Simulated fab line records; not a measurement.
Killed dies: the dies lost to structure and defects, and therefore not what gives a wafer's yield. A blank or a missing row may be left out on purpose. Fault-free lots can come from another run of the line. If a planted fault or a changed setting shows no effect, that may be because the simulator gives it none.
Struck lot and sound lot, side by side	flow n5 finfet	16 steps out of a route of 1938
Sound: wafers L496.2, L496.3, L496.6. Struck: wafers L500.1, L500.2, L500.5. The cause is given at the end.
Per side, at each step with rows, come the tool, then ch with its chambers, and then its first start. Under that, the readings that differ: sound wafers	struck wafers	difference of the means	sigmas: that difference in standard deviations of wafers without a fault.
alike: same words and numbers on both sides, and readings whose means sit less than 2 such deviations apart. not compared: any withheld reading, any reading some wafer has no value for, any bound like >300 that may hide the same value, and any number with overlapping values for which the record gives no deviation.
A row with sigmas, a row that says differs or no value, or rows on one side alone: a step with any of these is where the two part. Numbers that don't overlap but have no deviation are shown without sigmas and don't part them. Lack of a reading on every wafer of one side parts them only where that side has two or more wafers.

first, 9 steps without rows for these wafers: N5_BEOL_M3_SOFTBAKE_23 (time 60 s); N5_BEOL_M3_EXPOSE_25 (exposes mask V2, defocus 5 nm); N5_BEOL_M3_PEB_26 (peb time 60 s); N5_BEOL_M3_DEVELOP_27 (develop time 30 s); N5_BEOL_M3_DESCUM_33 (chemistry O2, time 7 s); N5_BEOL_M3_ETCH_77 (etches underlayer in N2/H2, target depth 6.5 nm, time 5.2 s); N5_BEOL_M3_ETCH_69 (etches SiARC in CF4, target depth 15.6 nm, time 26 s); N5_BEOL_M3_ALD_98 (deposits SiO2, target thk 2.5 nm, pulse time 1 s, co reactant pulse time 1 s); N5_BEOL_M3_ETCHBACK_99 (etches SiO2 in CHF3, target depth 5 nm, time 10.4 s).
N5_BEOL_M3_ETCH_70: etches SOC in N2/H2, target depth 80 nm, overetch 16 nm, time 120 s.
  sound on rie diel-01 ch 0,1, day 11 08:46; struck on rie diel-01 ch 0,1,2, day 11 20:58
  no value came back on the struck wafers for any of 7 readings (bias w (W), chamber pressure mTorr (mTorr) and others); on the sound wafers bias w (W) reads 150.1 150.5 149.8
reading	sound	struck	difference	sigmas
model.SiARC_of_BEOL_M3_COAT_68.thk nm (nm)	6.6 6.4 6.6	12 12 12	+5	
model.underlayer_of_BEOL_M3_COAT_76.thk nm (nm)	0 0 0	5 5 5	+5	
  not compared: rf hours counter h
then, 2 steps without rows for these wafers: N5_BEOL_M3_STRIP_71 (strips in N2/H2); N5_BEOL_M3_STRIP_78 (strips in N2/H2).
N5_BEOL_M3_VIA_ETCH_34: etches the open film in C4F6/O2, target depth 69.4 nm, time 65.9 s.
  sound on rie diel-01 ch 0,1, day 11 08:52; struck on rie diel-01 ch 0,1,2, day 11 21:04
reading	sound	struck	difference	sigmas
oes product au (a.u.)	0.70 0.86 0.70	0.26 0.31 0.33	-0.45	-5
  alike: C4F6_flow_sccm, O2_flow_sccm, drypump motor current A, rf vpp V, showerhead plenum p Torr, throttle valve pct
  not compared: rf hours counter h
then, 1 step without rows for these wafers: N5_BEOL_M3_STRIP_83 (strips in C4F6/O2).
N5_BEOL_M4_RC_MEAS_101:
  the record has rows for the sound wafers here (prober-01 ch 0, day 12 01:08) and none for the struck ones
-- the record jumps here: 6 days lie between the struck wafers' starts before and after (it left off in module BEOL_M4 and takes up again in module PASSIVATION, whose first step shown is number 1936 of the route) --
N5_PASSIVATION_PROBE_49:
  struck on prober-01, day 17 15:07; sound on prober-01, day 17 01:45
reading	sound	struck	difference	sigmas
defect limited yield (%)	93.0 91.5 91.2	0 0 0	-92	-61
killed_at_M0_to_M3	17 37 38	1109 1121 1096	+1078	+99 or more
killed dies	83 100 104	1180 1180 1180	+1084	+60
killed on rim	11 17 15	152 152 152	+138	+34
sort_bin_5_function (%)	4.3 4.6 5.3	96.1 96.1 95.4	+91.1	+91
sort n pass	1097 1080 1076	0 0 0	-1084	-60
sort yield pct (%)	93.0 91.5 91.2	0 0 0	-92	-61
  alike: killed_at_M4_up, killed at contacts, killed at front end, killed at other, killed open, killed short, sort_bin_6_memory

WHERE THEY PART
Earliest at N5_BEOL_M3_ETCH_70; latest, in this record, at N5_PASSIVATION_PROBE_49.

WHY: the cause the simulator had injected
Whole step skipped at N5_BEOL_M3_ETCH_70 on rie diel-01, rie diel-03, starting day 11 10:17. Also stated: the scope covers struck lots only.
